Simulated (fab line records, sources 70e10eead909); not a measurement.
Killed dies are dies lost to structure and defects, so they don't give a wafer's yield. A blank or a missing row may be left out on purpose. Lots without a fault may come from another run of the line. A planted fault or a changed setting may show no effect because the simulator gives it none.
A struck lot beside a sound one | flow nand_harc | 15 steps out of a route of 1159
Sound: wafers L792.1, L792.2, L792.5. Struck: wafer L799.1. (L799.4, L799.5 of the same lot were not struck and are left out.) The cause comes at the end.
At each step with rows: each side's tool, then ch and its chambers, then its first start. Under that, the readings that differ: sound wafers | struck wafers | difference of the means | sigmas: that difference in standard deviations of wafers without a fault.
alike: readings whose means differ by less than 2 such deviations, and words and numbers that are the same on both sides. not compared: withheld readings, readings that some wafer has no value for, bounds like >300 that may hide the same value, and numbers for which the record gives no deviation and whose values overlap.
The two part at a step that has a row with sigmas, a row that says differs or no value, or rows on one side only. Numbers that don't overlap but have no deviation are shown without sigmas and don't part them. A reading that every wafer of one side lacks parts them only if that side has two wafers or more.

first, 1 step without rows for these wafers: NHARC_A_ONON_D1_DEP_03 (target thk 1000 nm).
NHARC_A_ONON_D1_THK_MEAS_05: measures by ellipsometry.
  sound on film_metro-01, day 8 10:08; struck on film_metro-01, day 10 00:50
  alike: thk_nm
then, 1 step without rows for these wafers: NHARC_A_ONON_D1_DEP_06 (target thk 1000 nm).
NHARC_A_ONON_D1_THK_MEAS_08: measures by ellipsometry.
  sound on film_metro-02, day 8 10:43; struck on film_metro-01, day 10 01:24
  alike: thk_nm
then, 1 step without rows for these wafers: NHARC_A_ONON_D1_DEP_09 (target thk 1000 nm).
NHARC_A_ONON_D1_THK_MEAS_11: measures by ellipsometry.
  sound on film_metro-01, day 8 11:16; struck on film_metro-01, day 10 01:58
  alike: thk_nm
then, 1 step without rows for these wafers: NHARC_A_ONON_D1_DEP_12 (target thk 1000 nm).
NHARC_A_ONON_D1_THK_MEAS_14: measures by ellipsometry.
  sound on film_metro-02, day 8 11:50; struck on film_metro-01, day 10 02:32
  alike: thk_nm
then, 2 steps without rows for these wafers: NHARC_A_ONON_D1_ANNEAL_15 (time 3600 s); NHARC_A_ONON_D1_DEP_16 (target thk 1000 nm).
NHARC_A_ONON_D1_THK_MEAS_18: measures by ellipsometry.
  sound on film_metro-02, day 8 19:18; struck on film_metro-02, day 10 13:25
  alike: thk_nm
NHARC_A_ONON_D1_DEP_19: target thk 1000 nm.
  sound on pecvd_onon-02 ch 0, day 8 19:29; struck on pecvd_onon-02 ch 0, day 10 13:29
  reading              | sound                | struck | difference | sigmas
  susceptor_temp_C (C) | 400.38 400.29 400.05 | 399.57 | -0.67      | -3
NHARC_A_ONON_D1_THK_MEAS_21: measures by ellipsometry.
  sound on film_metro-01, day 8 20:00; struck on film_metro-02, day 10 13:59
  reading     | sound          | struck | difference | sigmas
  thk_nm (nm) | 1008 1008 1006 | 748    | -259       | -26
then, 1 step without rows for these wafers: NHARC_A_ONON_D1_DEP_22 (target thk 1000 nm).
-- the record jumps here: 11 days lie between the struck wafers' starts before and after (it left off in module A_ONON_D1 and takes up again in module END, whose first step shown is number 1159 of the route) --
NHARC_END_SORT_01:
  sound on prober-02 ch 0, day 20 18:45; struck on prober-02 ch 0, day 21 18:14
  reading         | sound    | struck | difference | sigmas
  killed_at_array | 36 45 26 | 672    | +636       | +64
  killed_dies     | 43 52 31 | 677    | +635       | +58
  alike: killed_at_other, killed_at_periphery, killed_open, killed_short

WHERE THEY PART
First at NHARC_A_ONON_D1_DEP_19; last, within this record, at NHARC_END_SORT_01.

WHY: what the simulator had put in
Process parameter drift: pecvd_onon-02, from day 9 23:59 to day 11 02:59, at NHARC_A_ONON_D1_DEP_19. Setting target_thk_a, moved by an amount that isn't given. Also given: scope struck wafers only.
